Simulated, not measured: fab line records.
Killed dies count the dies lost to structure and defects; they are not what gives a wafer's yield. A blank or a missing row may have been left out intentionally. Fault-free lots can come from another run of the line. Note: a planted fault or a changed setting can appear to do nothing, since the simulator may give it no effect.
fab line records    flow nandHarc
record: lots: 12  wafers: 36  lastDay: 24
route steps=1159 shown A_M1@1053 THIN_TSV@1136 END@1159
lots untouched by any fault: they come from a run of this same line in which no faults occurred
startH: hours from the record's first day to the start of the lot's first wafer shown    waitH: how many hours have passed since the lot's step before this one    " same as the row above    L1.1+2: a row that stands for several wafers    - value missing, or start not given    * or withheld: withheld    < > ~ a bound
route shown NAME@n: NAME is a module with steps in the file, n the number in the route of the first one    usual: the fault-free wafers' mean and standard deviation    same: alike in all rows    chamber/n: place in a boat    sites: readings site by site    _std_site: standard deviation of those values    _edge_site: outer sites' mean less inner sites'    radiusMm: how far each site lies from the wafer's centre    mask NAME#n: copy n    behind: the last tool/chamber to shape the wafer    hold: what put the lot on hold/how long, in hours/how the hold closed    device: whichever transistor did not switch (one of n, p or np)    end of line: at the end of the route, the tests of the same wafers    where a step has no rows: the recipe by itself    killed: the dies lost at the first sort to structure and to defects; this is not the yield of the wafer    map: dies across one wafer; x = killed, . = not, _ = none there
set.NAME: the setting the step ran with; set.NAME@STEP: the setting that earlier step ran with    model.NAME: the simulator's own value behind a step, which no gauge read
steps of the route over a sample of lots; a table a step, a row a wafer
services: when a tool's chamber went out of use (startH, in hours from the record's first day, below 0 if earlier), for how many hours, and the reason
== steps ==
step: NHARC_A_M1_THK_MEAS_24
recipe: thkMeasGauge: xrf
usual: thkNm: 154.8/1.5
lot.wafer  tool          chamber  startH  waitH  thkNm
L103.2     filmMetro-02  -        408.61  -      154.4
L103.5     "             -        "       "      151.4
L103.6     "             -        "       "      150.4
L104.2     filmMetro-02  -        409.32  -      153.6
L104.3     "             -        "       "      155.0
L104.4     "             -        "       "      153.6
L105.3     filmMetro-01  -        411.16  -      154.6
L105.4     "             -        "       "      155.4
L105.6     "             -        "       "      155.5
L102.1     filmMetro-01  -        435.76  -      153.2
L102.3     "             -        "       "      155.2
L102.6     "             -        "       "      156.6
L107.2     filmMetro-02  -        436.24  -      156.4
L107.5     "             -        "       "      156.3
L107.6     "             -        "       "      154.2
L110.2     filmMetro-02  -        456.77  -      154.9
L110.4     "             -        "       "      153.6
L110.6     "             -        "       "      153.0
L118.1     filmMetro-01  -        495.56  -      156.2
L118.3     "             -        "       "      155.8
L118.6     "             -        "       "      154.6
L119.1     filmMetro-01  -        511.08  -      157.7
L119.3     "             -        "       "      153.8
L119.6     "             -        "       "      156.1
L120.1     filmMetro-02  -        512.85  -      157.5
L120.3     "             -        "       "      155.9
L120.6     "             -        "       "      156.4
L122.1     filmMetro-02  -        536.98  -      154.7
L122.4     "             -        "       "      154.5
L122.5     "             -        "       "      154.4
L123.1     filmMetro-01  -        540.77  -      156.0
L123.2     "             -        "       "      154.3
L123.6     "             -        "       "      153.5
L124.2     filmMetro-02  -        541.50  -      157.4
L124.3     "             -        "       "      153.8
L124.6     "             -        "       "      154.5
step: NHARC_A_M1_PRE_CLEAN_32
recipe: timeS: 12  tempC: 370  rfPowerW: 300  gas: NH3
usual: heaterPowerW: 634/92
lot.wafer  tool      chamber  startH  waitH  heaterPowerW
L103.2     pecvd-02  1        408.85  0.1    563
L103.5     "         2        "       "      584
L103.6     "         0        "       "      671
L104.2     pecvd-02  0        409.54  0.1    768
L104.3     "         2        "       "      557
L104.4     "         2        "       "      560
L105.3     pecvd-02  2        411.39  0.1    570
L105.4     "         2        "       "      553
L105.6     "         0        "       "      774
L102.3     pecvd-02  2        435.98  0.1    624
L102.1     "         0        "       "      668
L102.6     "         2        "       "      636
L107.2     pecvd-04  2        436.49  0.1    662
L107.6     "         1        "       "      681
L107.5     "         2        "       "      649
L110.2     pecvd-02  2        457.60  0.7    593
L110.6     "         2        "       "      599
L110.4     "         0        "       "      790
L118.3     pecvd-02  2        495.81  0.1    635
L118.1     "         0        "       "      774
L118.6     "         1        "       "      514
L119.3     pecvd-02  0        511.31  0.1    756
L119.1     "         2        "       "      594
L119.6     "         0        "       "      753
L120.3     pecvd-01  0        513.09  0.1    677
L120.1     "         2        "       "      511
L120.6     "         1        "       "      573
L122.1     pecvd-01  2        537.22  0.1    516
L122.5     "         1        "       "      564
L122.4     "         0        "       "      711
L123.1     pecvd-02  0        540.99  0.1    704
L123.2     "         2        "       "      587
L123.6     "         2        "       "      588
L124.2     pecvd-02  2        541.74  0.1    633
L124.3     "         0        "       "      763
L124.6     "         1        "       "      568
step: NHARC_THIN_TSV_DEGAS_53
recipe: tempC: 300  timeS: 60
usual: heaterPowerW: 423/34
lot.wafer  tool           chamber  startH  waitH  heaterPowerW
L105.4     pvdSputter-01  -        437.06  0.1    399
L105.3     "              -        "       "      441
L105.6     "              -        "       "      397
L103.2     pvdSputter-03  -        437.31  0.1    438
L103.6     "              -        "       "      425
L103.5     "              -        "       "      481
L104.3     pvdSputter-03  -        437.94  0.1    470
L104.4     "              -        "       "      467
L104.2     "              -        "       "      423
L107.2     pvdSputter-01  -        458.13  0.1    420
L107.6     "              -        "       "      412
L107.5     "              -        "       "      447
L102.3     pvdSputter-01  -        464.17  0.1    410
L102.1     "              -        "       "      402
L102.6     "              -        "       "      452
L110.4     pvdSputter-03  -        484.09  0.1    363
L110.2     "              -        "       "      482
L110.6     "              -        "       "      427
L118.1     pvdSputter-03  -        521.47  0.1    444
L118.3     "              -        "       "      358
L118.6     "              -        "       "      364
L120.3     pvdSputter-01  -        538.96  0.1    414
L120.1     "              -        "       "      432
L120.6     "              -        "       "      455
L119.1     pvdSputter-03  -        540.37  0.1    412
L119.3     "              -        "       "      463
L119.6     "              -        "       "      362
L122.1     pvdSputter-02  -        562.84  0.1    413
L122.4     "              -        "       "      451
L122.5     "              -        "       "      489
L123.1     pvdSputter-02  -        563.81  0.1    406
L123.2     "              -        "       "      439
L123.6     "              -        "       "      415
L124.2     pvdSputter-01  -        565.68  0.1    453
L124.3     "              -        "       "      396
L124.6     "              -        "       "      444
step: NHARC_THIN_TSV_ETCH_36
recipe: targetDepthA: 650  overEtchFrac: 0.3  timeS: 18.571  ionEnergyEv: 150  chemistry: Cl2/BCl3
usual: chamberPressureMTorr: 10.001/0.0091  drypumpMotorCurrentA: 5.70/0.28  oesProductAu: 1.006/0.013  overEtchFrac: 0.3/0
lot.wafer  tool         chamber  startH  waitH  chamberPressureMTorr  drypumpMotorCurrentA  oesProductAu  overEtchFrac  rfHoursCounterH
L105.4     rieMetal-02  0        438.61  0.2    10.007                5.60                  1.013         0.3           -
L105.3     "            1        "       "      9.996                 5.93                  0.983         0.3           -
L105.6     "            0        "       "      9.994                 5.58                  1.022         0.3           -
L103.2     rieMetal-01  1        439.01  0.2    9.982                 6.09                  1.007         0.3           2.8
L103.6     "            0        "       "      9.993                 5.70                  1.000         0.3           -
L103.5     "            1        "       "      10.001                6.11                  1.015         0.3           -
L104.2     rieMetal-02  1        439.68  0.2    9.987                 5.94                  0.997         0.3           1.4
L104.4     "            0        "       "      10.030                5.56                  1.028         0.3           -
L104.3     "            1        "       "      9.998                 5.92                  0.989         0.3           -
L107.2     rieMetal-02  1        459.69  0.2    9.991                 5.93                  0.986         0.3           2.4
L107.6     "            1        "       "      9.995                 5.92                  0.991         0.45607       -
L107.5     "            0        "       "      9.988                 5.55                  1.026         0.3           -
L102.1     rieMetal-03  1        465.76  0.2    9.999                 5.61                  1.004         0.3           0.2
L102.3     "            0        "       "      9.993                 5.37                  0.999         0.3           -
L102.6     "            1        "       "      10.006                5.59                  1.005         0.3           -
L110.2     rieMetal-02  1        485.79  0.2    10.006                5.93                  1.010         0.3           3.1
L110.4     "            0        "       "      10.005                5.59                  1.028         0.3           -
L110.6     "            1        "       "      10.011                5.94                  0.991         0.45607       -
L118.1     rieMetal-01  1        523.25  0.4    10.012                6.14                  1.011         0.3           0.8
L118.3     "            1        "       "      9.992                 6.12                  1.015         0.3           -
L118.6     "            1        "       "      10.011                6.15                  1.022         0.3           -
L120.1     rieMetal-03  0        540.64  0.2    9.996                 5.35                  1.012         0.3           2.5
L120.3     "            1        "       "      10.002                5.59                  1.008         0.3           -
L120.6     "            0        "       "      9.989                 5.36                  1.013         0.3           -
L119.1     rieMetal-01  0        541.94  0.2    9.995                 5.71                  0.997         0.3           0.4
L119.3     "            1        "       "      10.001                6.10                  1.013         0.3           -
L119.6     "            1        "       "      10.002                6.12                  1.019         0.3           -
L122.1     rieMetal-03  1        564.54  0.2    9.998                 5.59                  1.013         0.3           2.8
L122.4     "            0        "       "      10.000                5.36                  0.990         0.3           -
L122.5     "            0        "       "      9.989                 5.38                  0.996         0.3           -
L123.2     rieMetal-01  0        565.51  0.2    10.002                5.69                  1.007         0.3           0.7
L123.1     "            1        "       "      10.001                6.17                  1.003         0.3           1.8
L123.6     "            0        "       "      10.013                5.70                  1.005         0.3           -
L124.2     rieMetal-03  0        567.37  0.2    9.991                 5.38                  0.994         0.3           3.0
L124.3     "            1        "       "      10.000                5.59                  1.011         0.3           -
L124.6     "            0        "       "      9.998                 5.35                  0.999         0.3           -
step: NHARC_END_SORT_01
recipe: tempC: 25
usual: defectLimitedYield: 95.1/1.6  killedAtArray: 29/11  killedAtOther: 0.6/1  killedAtPeriphery: 3.1/2.1  killedDies: 33/11  killedOpen: 3.1/1.9  killedShort: 1.9/1.5  sort_bin_2_pct: 1.5/0.66  sort_bin_3_pct: 0.29/0.23  sort_bin_4_pct: 3.1/0.98  sortNPass: 644/11  sortRimYieldPct: 96.9/2.3  sortYieldPct: 95.1/1.6
same: grossDies: 677  sort_bin_5_pct[%]: 0  sort_bin_6_pct[%]: 0  sort_bin_7_pct[%]: 0  sort_bin_8_pct[%]: 0  sortRimNGross: 106.00
lot.wafer  tool       chamber  startH  waitH  defectLimitedYield[%]  killedAtArray  killedAtOther  killedAtPeriphery  killedDies  killedOpen  killedShort  sort_bin_2_pct[%]  sort_bin_3_pct[%]  sort_bin_4_pct[%]  sortNPass  sortRimYieldPct[%]  sortYieldPct[%]
L102.1     prober-02  0        479.22  2.5    94.2                   30             5              4                  39          8           2            1.8                0.30               3.7                638        95.3                94.2
L102.3     prober-02  0        480.80  3.1    95.6                   26             1              3                  30          1           2            1.5                0.15               2.8                647        94.3                95.6
L102.6     prober-02  0        483.16  3.9    96.8                   17             2              3                  22          0           4            0.9                0                  2.4                655        97.2                96.8
L110.2     prober-01  0        495.00  2.8    97.9                   11             1              2                  14          2           2            0.6                0.15               1.3                663        100.0               97.9
L110.4     prober-01  0        496.60  3.4    96.9                   18             1              2                  21          1           3            0.9                0.15               2.1                656        98.1                96.9
L110.6     prober-01  0        498.20  4.0    98.7                   6              0              3                  9           2           1            0.3                0.15               0.9                668        99.1                98.7
killed by level:class
L102.1 A_SLIT:chamberFilmFlake=15 A_CONTACT:chamberFilmFlake=5 THIN_TSV:chamberFilmFlake=5 A_CHANNEL_HOLE_D1:chamberFilmFlake=3 A_ONON_D1:geometricParticle:open=2 A_WL_FILL:geometricParticle:open=2 P_CONTACT:geometricParticle:open=1 P_M0:geometricParticle:open=1
L102.3 A_SLIT:chamberFilmFlake=10 A_CHANNEL_HOLE_D1:chamberFilmFlake=8 P_BONDPAD:chamberFilmFlake=3 A_WL_FILL:chamberFilmFlake=2 A_CONTACT:chamberFilmFlake=2 A_CHANNEL_HOLE_D1:geometricParticle:open=1 A_SGD_CUT:geometricParticle:short=1 A_WL_FILL:geometricParticle:short=1
L102.6 A_SLIT:chamberFilmFlake=11 A_WL_FILL:geometricParticle:short=3 THIN_TSV:chamberFilmFlake=2 P_M1:geometricParticle:short=1 P_GATE:chamberFilmFlake=1 P_BONDPAD:chamberFilmFlake=1 A_ZERO_WELL:chamberFilmFlake=1 A_STAIRCASE:chamberFilmFlake=1
L110.2 A_STAIRCASE:chamberFilmFlake=4 A_CHANNEL_HOLE_D1:chamberFilmFlake=2 A_CONTACT:chamberFilmFlake=2 P_CONTACT:geometricParticle:short=1 A_CONTACT:geometricParticle:open=1 A_M1:geometricParticle:open=1 STARTING-WAFER:geometricParticle:short=1 P_ZERO_WELL:chamberFilmFlake=1
L110.4 A_CHANNEL_HOLE_D1:chamberFilmFlake=9 A_CONTACT:chamberFilmFlake=4 A_CHANNEL_FILL_D1:geometricParticle:short=1 A_WL_FILL:geometricParticle:short=1 A_CONTACT:geometricParticle:short=1 A_BLC:geometricParticle:open=1 P_ZERO_WELL:chamberFilmFlake=1 P_GATE:chamberFilmFlake=1
L110.6 A_CONTACT:chamberFilmFlake=3 A_CHANNEL_HOLE_D1:chamberFilmFlake=2 P_GATE:geometricParticle:open=1 P_CONTACT:geometricParticle:open=1 A_M1:geometricParticle:short=1 P_M2:chamberFilmFlake=1
== services ==
tool           chamber  startH  hours  kind
rieMetal-02    -        388.00  9.0    pm
pvdSputter-02  -        392.00  10.0   pm
rieMetal-03    1        415.86  29.1   repair
pecvd-01       -        418.44  13.0   pm
pvdSputter-02  -        440.98  3.9    repair
rieMetal-03    -        453.00  9.0    pm
pvdSputter-02  -        455.16  38.8   repair
pvdSputter-03  -        458.00  10.0   pm
pecvd-04       2        460.88  4.9    repair
pecvd-01       2        466.49  4.1    repair
pecvd-01       -        470.73  0.7    repair
rieMetal-01    0        471.48  62.6   repair
rieMetal-01    -        496.61  0.5    repair
pvdSputter-01  -        497.49  2.8    repair
rieMetal-01    -        509.00  9.0    pm
pvdSputter-03  -        513.65  0.6    repair
pvdSputter-01  -        514.00  10.0   pm
pecvd-02       -        515.09  13.0   pm
pecvd-02       0        515.09  13.0   ventCycle
pecvd-02       1        515.09  13.0   ventCycle
pecvd-02       2        515.09  13.0   ventCycle
pecvd-04       -        558.46  13.0   pm
pecvd-01       -        558.82  1.4    repair
rieMetal-02    -        565.00  9.0    pm
== key ==
firstSign: step: NHARC_THIN_TSV_ETCH_36  reading: overEtchFrac  direction: up  sigmas: 99+  usual: 0.3  struck: 0.45607
effect none on later readings
metAt NHARC_THIN_TSV_ETCH_36
struckLots L107,L110
struckWafers L107.6,L110.6
notActingAt NHARC_A_M1_THK_MEAS_24,NHARC_A_M1_PRE_CLEAN_32,NHARC_THIN_TSV_DEGAS_53
onsetBetween 439.68 459.69
fault: kind: processParameterDrift  tool: rieMetal-02  chamber: -  onsetH: 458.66  steps: NHARC_THIN_TSV_ETCH_36  channel: overEtchFrac  offset: 0.15607  shape: step  endH: 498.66  scope: struckWafersOnly  stated: 0.3
